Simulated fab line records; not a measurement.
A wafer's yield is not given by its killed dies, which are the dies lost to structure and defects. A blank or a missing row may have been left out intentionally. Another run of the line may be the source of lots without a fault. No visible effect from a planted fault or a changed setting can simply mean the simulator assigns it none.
fab line records	flow n5-finfet
record: lots: 6	wafers: 16	last-day: 16
route steps=1938 shown BEOL_M4@1106 BEOL_M5@1112 PASSIVATION@1936
lots that met no fault: from a run of the same line without faults
start-h: start of the lot's first displayed wafer, in hours after the record's first day	wait-h: time in hours since the lot's previous step	" as in the row above	L1.1+2: several wafers, shown together as one row	- no value, or no start given	* or withheld: withheld	< > ~ a bound
route shown NAME@n: names a module that has steps shown in the file, with the first one's number in the route	usual: the fault-free wafers' mean and standard deviation	same: alike in all rows	chamber/n: place in a boat	sites: readings site by site	_std_site: their standard deviation	_edge_site: inner sites' mean taken away from outer sites' mean	radius-mm: how far each site lies from the wafer's centre	mask NAME#n: copy n	behind: the tool/chamber that last shaped the wafer	hold: cause of the lot's hold/its duration in hours/its outcome	device: the transistor (n, p or np) that didn't switch	end of line: the tests these same wafers got at the end of their route	step lacking rows: just its recipe	killed: dies that structure and defects cost at the first sort, which is not the same as the wafer's yield	map: the dies of a wafer, with x for killed, . for not killed, _ for no die there
set.NAME: setting as actually run; set.NAME@STEP: the setting as run at that earlier step	model.NAME: the simulator's own value behind a step, which no gauge read
a table for each step, a row for each wafer; lots at some steps of the route
services: a tool's chamber out of use, with start hour (start-h, from the record's first day; less than 0 if before it), hours out, and reason
== steps ==
step: N5_BEOL_M4_CO_CAP_55
recipe: material: Co	target-thk-a: 20	temp-c: 200	precursor: CCTBA/H2	pressure-torr: 30	time-s: 102.1
usual: heater-power-outer-w: 126/15	heater-power-w: 236/24
lot.wafer	tool	chamber	start-h	wait-h	heater-power-outer-w	heater-power-w
L116.1	cvd-co-01	0	155.24	0.0	121	216
L116.2	"	2	"	"	122	221
L116.3	"	1	"	"	142	272
L123.1	cvd-co-01	1	205.02	0.0	142	273
L123.2	"	2	"	"	121	229
L123.6	"	0	"	"	120	217
L125.4	cvd-co-01	0	225.38	0.0	120	219
L128.3	cvd-co-01	1	232.73	0.0	142	273
L128.4	"	1	"	"	142	270
L128.5	"	0	"	"	125	221
L131.2	cvd-co-02	1	257.90	0.0	115	219
L131.4	"	2	"	"	104	211
L131.5	"	0	"	"	155	278
L134.4	cvd-co-01	2	282.88	0.0	120	233
L134.5	"	0	"	"	124	215
L134.6	"	1	"	"	143	267
step: N5_BEOL_M4_PRE_CLEAN_56
recipe: gas: NH3	time-s: 15	temp-c: withheld	rf-power-w: 300
step: N5_BEOL_M4_DEP_57
recipe: material: SiCN	target-thk-a: 80	temp-c: withheld	precursor: 3MS/NH3	pressure-torr: 3	rf-w: 202	time-s: 14
usual: showerhead-plenum-p-Torr: 3.667/0.011	throttle-valve-pct: 9.1/0.54
lot.wafer	tool	chamber	start-h	wait-h	showerhead-plenum-p-Torr	throttle-valve-pct
L116.1	pecvd-01	2	155.35	0.0	3.673	9.3
L116.2	"	0	"	"	3.682	9.2
L116.3	"	1	"	"	3.673	9.9
L123.1	pecvd-04	1	205.16	0.0	3.663	9.5
L123.2	"	0	"	"	3.673	9.6
L123.6	"	0	"	"	3.671	9.7
L125.4	pecvd-01	1	225.47	0.0	3.670	9.8
L128.3	pecvd-01	1	232.85	0.0	3.674	9.9
L128.4	"	2	"	"	3.661	9.2
L128.5	"	0	"	"	3.674	9.1
L131.2	pecvd-03	2	258.01	0.0	3.645	8.0
L131.4	"	0	"	"	3.685	8.7
L131.5	"	2	"	"	3.652	8.0
L134.4	pecvd-03	0	282.98	0.0	3.672	8.6
L134.5	"	1	"	"	3.651	9.0
L134.6	"	2	"	"	3.637	7.8
step: N5_BEOL_M4_RS_MEAS_58
recipe: thk-meas-gauge: four-point-probe	reads: Co_of_BEOL_M4_CO_CAP_55+Cu_of_BEOL_M4_ECD_50+Co_of_BEOL_M4_CVD_47+TaN_of_BEOL_M4_ALD_84
usual: M4_RS: 0.673/0.025
lot.wafer	tool	chamber	start-h	wait-h	M4_RS[ohm/sq]
L116.1	film-metro-01	-	155.42	0.0	0.661
L116.2	"	-	"	"	0.656
L116.3	"	-	"	"	0.647
L123.1	film-metro-02	-	205.24	0.1	0.671
L123.2	"	-	"	"	0.659
L123.6	"	-	"	"	0.675
L125.4	film-metro-01	-	225.53	0.0	0.684
L128.3	film-metro-01	-	232.92	0.1	0.697
L128.4	"	-	"	"	0.709
L128.5	"	-	"	"	0.673
L131.2	film-metro-01	-	258.08	0.1	0.651
L131.4	"	-	"	"	0.705
L131.5	"	-	"	"	0.637
L134.4	film-metro-02	-	283.03	0.0	0.670
L134.5	"	-	"	"	0.655
L134.6	"	-	"	"	0.683
step: N5_BEOL_M4_INSPECT_59
recipe: inspect-instrument: darkfield	mode: post-dep
usual: raw-defect-count: 83/28
lot.wafer	tool	chamber	start-h	wait-h	raw-defect-count
L116.1	defect-inspect-02	-	155.45	0.0	84
L116.2	"	-	"	"	109
L116.3	"	-	"	"	79
L123.1	defect-inspect-01	-	205.27	0.0	54
L123.2	"	-	"	"	57
L123.6	"	-	"	"	37
L125.4	defect-inspect-01	-	225.55	0.0	86
L128.3	defect-inspect-02	-	232.94	0.0	61
L128.4	"	-	"	"	90
L128.5	"	-	"	"	100
L131.2	defect-inspect-02	-	258.11	0.0	61
L131.4	"	-	"	"	76
L131.5	"	-	"	"	92
L134.4	defect-inspect-01	-	283.06	0.0	91
L134.5	"	-	"	"	73
L134.6	"	-	"	"	200
step: N5_BEOL_M5_ILD_DEP_00
recipe: material: SiCOH_lowk	target-thk-a: 1406.4	temp-c: 300	precursor: DEMS/porogen	pressure-torr: 5	rf-w: 500	time-s: 25.9
usual: heater-power-outer-w: 124/20	heater-power-w: 278/28	showerhead-plenum-p-Torr: 5.737/0.013	throttle-valve-pct: 14.3/0.8
lot.wafer	tool	chamber	start-h	wait-h	heater-power-outer-w	heater-power-w	showerhead-plenum-p-Torr	throttle-valve-pct
L116.1	pecvd-04	2	156.44	0.8	146	273	5.728	12.7
L116.2	"	0	"	"	95	250	5.756	14.4
L116.3	"	1	"	"	176	352	5.725	14.7
L123.1	pecvd-01	1	206.26	0.8	154	329	5.765	15.2
L123.2	"	2	"	"	127	291	5.722	13.8
L123.6	"	1	"	"	155	329	5.743	15.2
L125.4	pecvd-04	1	226.57	0.4	138	290	5.729	14.4
L128.3	pecvd-01	0	233.93	0.5	124	284	5.746	13.9
L128.4	"	2	"	"	97	255	5.741	14.0
L128.5	"	1	"	"	156	333	5.747	15.2
L131.2	pecvd-01	0	259.10	0.7	110	258	5.750	13.9
L131.4	"	2	"	"	98	239	5.750	14.2
L131.5	"	1	"	"	133	303	5.752	15.0
L134.4	pecvd-04	1	284.07	0.4	171	344	5.745	14.7
L134.5	"	0	"	"	115	264	5.749	14.8
L134.6	"	2	"	"	143	281	5.750	13.0
step: N5_BEOL_M5_CURE_79
recipe: temp-c: 385	time-s: 240	ambient: He/Ar	material: SiCOH_lowk
usual: lamp-power-pct: 52.31/0.053	wafer_temp_C_max: 386.9/0.58
lot.wafer	tool	chamber	start-h	wait-h	lamp-power-pct	wafer_temp_C_max
L116.1	uv-cure-02	0	156.50	0.0	52.25	386.5
L116.2	"	0	"	"	52.25	386.8
L116.3	"	0	"	"	52.28	386.5
L123.1	uv-cure-02	1	206.32	0.0	52.30	386.4
L123.2	"	1	"	"	52.28	386.4
L123.6	"	1	"	"	52.29	386.0
L125.4	uv-cure-02	0	226.85	0.3	52.20	386.8
L128.3	uv-cure-03	0	234.15	0.2	52.30	387.3
L128.4	"	0	"	"	52.40	387.0
L128.5	"	0	"	"	52.38	386.8
L131.2	uv-cure-02	1	259.24	0.1	52.34	386.7
L131.4	"	1	"	"	52.35	386.0
L131.5	"	1	"	"	52.35	386.1
L134.4	uv-cure-01	0	284.35	0.3	52.26	386.7
L134.5	"	0	"	"	52.36	386.6
L134.6	"	0	"	"	52.42	386.5
step: N5_BEOL_M5_THK_MEAS_01
recipe: reads: SiCOH_lowk_of_BEOL_M5_ILD_DEP_00
usual: M5_ILD_THK: 121.0/1.6
lot.wafer	tool	chamber	start-h	wait-h	M5_ILD_THK[nm]
L116.1	film-metro-01	-	157.02	0.4	121.5
L116.2	"	-	"	"	120.5
L116.3	"	-	"	"	120.5
L123.1	film-metro-01	-	206.83	0.4	118.8
L123.2	"	-	"	"	118.0
L123.6	"	-	"	"	118.7
L125.4	film-metro-01	-	227.12	0.2	123.2
L128.3	film-metro-01	-	234.52	0.3	119.1
L128.4	"	-	"	"	121.3
L128.5	"	-	"	"	120.2
L131.2	film-metro-01	-	259.67	0.4	120.3
L131.4	"	-	"	"	121.7
L131.5	"	-	"	"	120.9
L134.4	film-metro-01	-	284.62	0.2	122.5
L134.5	"	-	"	"	123.2
L134.6	"	-	"	"	123.1
step: N5_BEOL_M5_PECVD_70
recipe: material: SiO2	target-thk-a: 160	temp-c: 400	precursor: TEOS/O2	pressure-torr: 5.5	rf-w: 450	teos-flow-sccm: 53.8	gas: O2	flow-sccm: 3000	time-s: 18
step: N5_BEOL_M5_HM_DEP_02
recipe: material: TiN	target-thk-a: 200	temp-c: 25	chamber-pressure-pa: 0.49996
usual: throttle-valve-pct: 30.1/0.96
lot.wafer	tool	chamber	start-h	wait-h	throttle-valve-pct
L116.1	pvd-sputter-03	-	158.55	1.5	29.6
L116.2	"	-	"	"	31.8
L116.3	"	-	"	"	29.9
L123.1	pvd-sputter-01	-	207.92	1.0	29.9
L123.2	"	-	"	"	29.9
L123.6	"	-	"	"	32.0
L125.4	pvd-sputter-02	-	227.72	0.5	29.2
L128.3	pvd-sputter-02	-	235.63	1.1	29.0
L128.4	"	-	"	"	29.6
L128.5	"	-	"	"	28.6
L131.2	pvd-sputter-01	-	260.33	0.6	31.8
L131.4	"	-	"	"	30.0
L131.5	"	-	"	"	30.7
L134.4	pvd-sputter-02	-	286.43	1.7	29.0
L134.5	"	-	"	"	29.1
L134.6	"	-	"	"	28.9
step: N5_BEOL_M5_COAT_59
recipe: resist: SOC	temp-c: 250	time-s: 60	spin-rpm: 1500	resist-thk-nm: 60
step: N5_BEOL_M5_COAT_60
recipe: resist: SiARC	temp-c: 220	time-s: 60	spin-rpm: 1500	resist-thk-nm: 12
usual: run-length-s: 66.03/0.11
lot.wafer	tool	chamber	start-h	wait-h	run-length-s
L116.1	litho-track-01	0	158.68	-	66.06
L116.2	"	0	"	"	66.06
L116.3	"	0	"	"	65.86
L123.1	litho-track-01	0	208.05	-	73.10
L123.2	"	0	"	"	73.33
L123.6	"	0	"	"	73.21
L125.4	litho-track-01	0	227.85	-	73.18
L128.3	litho-track-04	0	235.76	-	66.00
L128.4	"	0	"	"	65.95
L128.5	"	0	"	"	66.19
L131.2	litho-track-04	0	260.48	-	65.96
L131.4	"	0	"	"	66.10
L131.5	"	0	"	"	66.13
L134.4	litho-track-04	0	286.56	-	66.01
L134.5	"	0	"	"	66.24
L134.6	"	0	"	"	66.15
step: N5_BEOL_M5_COAT_71
recipe: resist: underlayer	temp-c: 205	time-s: 60	spin-rpm: 1500	resist-thk-nm: 5
step: N5_PASSIVATION_PROBE_49
usual: killed_at_M0_to_M3: 35/11	killed_at_M4_up: 14/5.4	killed-at-contacts: 12/6.2	killed-at-front-end: 38/11	killed-at-other: 4.1/2.8	killed-dies: 103/17	killed-open: 66/13	killed-short: 34/8.2
same: gross-dies: 1180	killed-at-back-side: 0
lot.wafer	tool	chamber	start-h	wait-h	killed_at_M0_to_M3	killed_at_M4_up	killed-at-contacts	killed-at-front-end	killed-at-other	killed-dies	killed-open	killed-short
L116.1	prober-02	-	252.12	0.0	30	8	2	19	2	61	37	23
L116.2	prober-02	-	252.17	0.1	18	9	2	32	4	65	42	21
L116.3	prober-02	-	252.22	0.1	20	19	2	30	1	72	46	26
L123.1	prober-01	-	306.64	0.0	58	20	17	22	6	123	81	39
L123.2	prober-01	-	306.69	0.1	46	17	23	16	1	103	75	27
L123.6	prober-01	-	306.89	0.3	39	17	10	43	7	116	71	42
L125.4	prober-01	-	334.92	0.2	23	15	30	43	3	114	69	34
L128.3	prober-02	-	339.51	0.1	23	24	15	20	3	85	51	34
L128.4	prober-02	-	339.56	0.2	26	16	2	53	6	103	47	54
L128.5	prober-02	-	339.61	0.2	56	12	19	53	5	145	81	59
L131.2	prober-02	-	358.07	0.1	26	8	8	33	1	76	49	26
L131.4	prober-02	-	358.17	0.2	34	8	14	42	3	101	59	40
L131.5	prober-02	-	358.22	0.2	33	8	6	36	2	85	59	26
L134.4	prober-02	-	386.97	0.2	51	10	7	43	6	117	74	39
L134.5	prober-02	-	387.02	0.2	32	11	2	63	9	117	82	34
L134.6	prober-02	-	387.07	0.3	23	6	6	31	9	75	41	32
killed by level:class
L116.1 BEOL_M2:geometric-particle:open=9 BEOL_M0_SAQP:geometric-particle:short=7 BEOL_M0_SAQP:geometric-particle:open=6 FIN_SAQP:geometric-particle:open=5 BEOL_M0:geometric-particle:open=5 ILD0:geometric-particle:short=3 GATE_CUT:geometric-particle:open=3 BEOL_M7:geometric-particle:short=3
L116.2 FIN_SAQP:geometric-particle:open=8 FIN_SAQP:geometric-particle:short=6 DUMMY_GATE:geometric-particle:open=5 STI_FIN_REVEAL:geometric-particle:open=4 GATE_CUT:geometric-particle:short=4 BEOL_M0_SAQP:geometric-particle:open=4 BEOL_M0_SAQP:geometric-particle:short=3 BEOL_M1:geometric-particle:short=3
L116.3 STI_FIN_REVEAL:geometric-particle:open=14 BEOL_M0_SAQP:geometric-particle:short=7 BEOL_M4:geometric-particle:open=4 STARTING-WAFER:geometric-particle:open=4 BEOL_M0_SAQP:geometric-particle:open=3 BEOL_M2:geometric-particle:open=3 BEOL_M5:geometric-particle:open=3 FIN_SAQP:geometric-particle:short=2
L123.1 BEOL_M0_SAQP:geometric-particle:short=16 MOL_CONTACT_COAG:geometric-particle:open=15 BEOL_M0_SAQP:geometric-particle:open=14 BEOL_M4:geometric-particle:open=13 BEOL_M3:geometric-particle:open=7 BEOL_M2:geometric-particle:open=7 BEOL_M1:geometric-particle:open=5 DUMMY_GATE:geometric-particle:open=4
L123.2 MOL_CONTACT_COAG:geometric-particle:open=19 BEOL_M2:geometric-particle:open=9 BEOL_M0_SAQP:geometric-particle:open=9 BEOL_M0:geometric-particle:open=8 BEOL_M4:geometric-particle:open=8 STI_FIN_REVEAL:geometric-particle:open=7 BEOL_M1:geometric-particle:open=6 FIN_SAQP:geometric-particle:short=4
L123.6 DUMMY_GATE:geometric-particle:open=10 BEOL_M0_SAQP:geometric-particle:short=10 BEOL_M3:geometric-particle:open=9 MOL_CONTACT_COAG:geometric-particle:open=8 FIN_SAQP:geometric-particle:short=6 FIN_SAQP:geometric-particle:open=6 BEOL_M0_SAQP:geometric-particle:open=6 GATE_CUT:geometric-particle:short=5
L125.4 MOL_CONTACT_COAG:geometric-particle:open=14 STI_FIN_REVEAL:geometric-particle:open=11 MOL_CONTACT_COAG:geometric-particle:short=8 BEOL_M4:geometric-particle:open=8 MOL_CONTACT_COAG:area-etch=8 FIN_SAQP:geometric-particle:open=7 FIN_SAQP:geometric-particle:short=6 BEOL_M2:geometric-particle:open=6
L128.3 MOL_CONTACT_COAG:geometric-particle:open=10 BEOL_M4:geometric-particle:open=10 BEOL_M2:geometric-particle:open=8 BEOL_M4:geometric-particle:short=7 BEOL_M0_SAQP:geometric-particle:short=7 BEOL_M7:geometric-particle:open=5 MOL_CONTACT_COAG:geometric-particle:short=5 BEOL_M0_SAQP:geometric-particle:open=5
L128.4 FIN_SAQP:geometric-particle:short=21 FIN_SAQP:geometric-particle:open=13 BEOL_M1:geometric-particle:short=9 BEOL_M4:geometric-particle:open=9 BEOL_M0_SAQP:geometric-particle:short=6 BEOL_M2:geometric-particle:open=5 BEOL_M4:geometric-particle:short=5 BEOL_M0_SAQP:geometric-particle:open=4
L128.5 BEOL_M0_SAQP:geometric-particle:open=16 MOL_CONTACT_COAG:geometric-particle:open=13 BEOL_M0_SAQP:geometric-particle:short=13 BEOL_M2:geometric-particle:open=11 FIN_SAQP:geometric-particle:open=9 FIN_SAQP:geometric-particle:short=7 MOL_CONTACT_COAG:geometric-particle:short=6 DUMMY_GATE:geometric-particle:open=6
L131.2 FIN_SAQP:geometric-particle:short=8 STI_FIN_REVEAL:geometric-particle:open=7 FIN_SAQP:geometric-particle:open=6 BEOL_M2:geometric-particle:open=6 BEOL_M3:geometric-particle:open=5 MOL_CONTACT_COAG:geometric-particle:open=4 MOL_CONTACT_COAG:geometric-particle:short=4 BEOL_M1:geometric-particle:short=4
L131.4 BEOL_M2:geometric-particle:open=13 FIN_SAQP:geometric-particle:short=11 MOL_CONTACT_COAG:geometric-particle:open=10 FIN_SAQP:geometric-particle:open=9 GATE_CUT:geometric-particle:short=8 STI_FIN_REVEAL:geometric-particle:open=6 BEOL_M0_SAQP:geometric-particle:short=6 BEOL_M3:geometric-particle:open=4
L131.5 BEOL_M2:geometric-particle:open=12 FIN_SAQP:geometric-particle:short=10 BEOL_M3:geometric-particle:open=8 MOL_CONTACT_COAG:geometric-particle:open=6 STI_FIN_REVEAL:geometric-particle:open=5 BEOL_M0:geometric-particle:open=5 STI_FIN_REVEAL:geometric-particle:short=4 BEOL_M0_SAQP:geometric-particle:open=4
L134.4 BEOL_M0_SAQP:geometric-particle:short=14 BEOL_M0_SAQP:geometric-particle:open=13 BEOL_M2:geometric-particle:open=13 FIN_SAQP:geometric-particle:open=8 FIN_SAQP:geometric-particle:short=7 GATE_CUT:geometric-particle:short=6 BEOL_M4:geometric-particle:open=6 BEOL_M0:geometric-particle:open=5
L134.5 FIN_SAQP:geometric-particle:open=27 FIN_SAQP:geometric-particle:short=8 BEOL_M0_SAQP:geometric-particle:open=7 ILD0:geometric-particle:short=7 BEOL_M0_SAQP:geometric-particle:short=7 BEOL_M2:geometric-particle:open=6 DUMMY_GATE:geometric-particle:open=5 BEOL_M4:geometric-particle:open=5
L134.6 FIN_SAQP:geometric-particle:open=8 BEOL_M0_SAQP:geometric-particle:open=8 BEOL_M0_SAQP:geometric-particle:short=7 MOL_CONTACT_COAG:geometric-particle:open=5 BEOL_M3:geometric-particle:short=4 FIN_SAQP:geometric-particle:short=3 STI_FIN_REVEAL:geometric-particle:open=3 GATE_CUT:geometric-particle:short=3
== services ==
tool	chamber	start-h	hours	kind
pvd-sputter-03	-	131.77	0.5	repair
pecvd-04	-	133.72	14.6	pm
pvd-sputter-03	-	135.06	2.9	repair
uv-cure-03	-	143.52	14.6	pm
uv-cure-02	-	157.99	1.1	repair
uv-cure-03	-	163.33	3.4	pm
pecvd-01	-	166.23	6.0	pm
pecvd-04	0	173.37	10.2	repair
uv-cure-03	-	173.90	1.1	repair
pecvd-01	-	176.61	1.2	repair
pecvd-04	2	190.12	32.7	repair
uv-cure-02	-	194.20	3.5	repair
uv-cure-01	-	197.76	1.0	pm
pecvd-03	2	198.64	13.5	repair
uv-cure-01	-	213.00	2.8	pm
cvd-co-02	1	213.85	10.7	repair
cvd-co-02	-	230.19	6.9	pm
cvd-co-02	-	245.69	0.2	repair
uv-cure-03	-	249.33	2.1	pm
pecvd-04	-	249.40	0.3	repair
cvd-co-02	0	253.16	4.1	repair
cvd-co-02	-	259.70	28.1	pm
pecvd-01	1	277.97	7.5	repair
uv-cure-02	-	286.34	2.8	pm
== key ==
first-sign: step: N5_BEOL_M5_COAT_60	reading: run-length-s	direction: up	sigmas: 64	usual: *	struck: *
effect none on later readings
met-at N5_BEOL_M5_COAT_60
struck-wafers L123.1,L123.2,L123.6,L125.4
tester-left-out L125
onset-between 158.68 208.05
earlier-fault: kind: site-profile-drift	tool: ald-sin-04	chamber: 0	onset-h: 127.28	steps: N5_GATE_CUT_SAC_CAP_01	basis: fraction	max-abs-drift: 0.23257	slope-share-per-hr: 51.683	site-pattern: 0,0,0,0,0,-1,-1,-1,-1
fault: kind: process-parameter-drift	tool: litho-track-01	chamber: -	onset-h: 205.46	steps: N5_BEOL_M5_COAT_60	channel: time-s	offset: *	shape: step	acts-in: *	stated: *
tester-left-out: of these lots the tester's yield and bins aren't shown, on N5 and GAA mostly nor the transistor test; their killed dies are dies lost to structure and defects alone, not to doping, threshold or leakage, so they don't give the yield
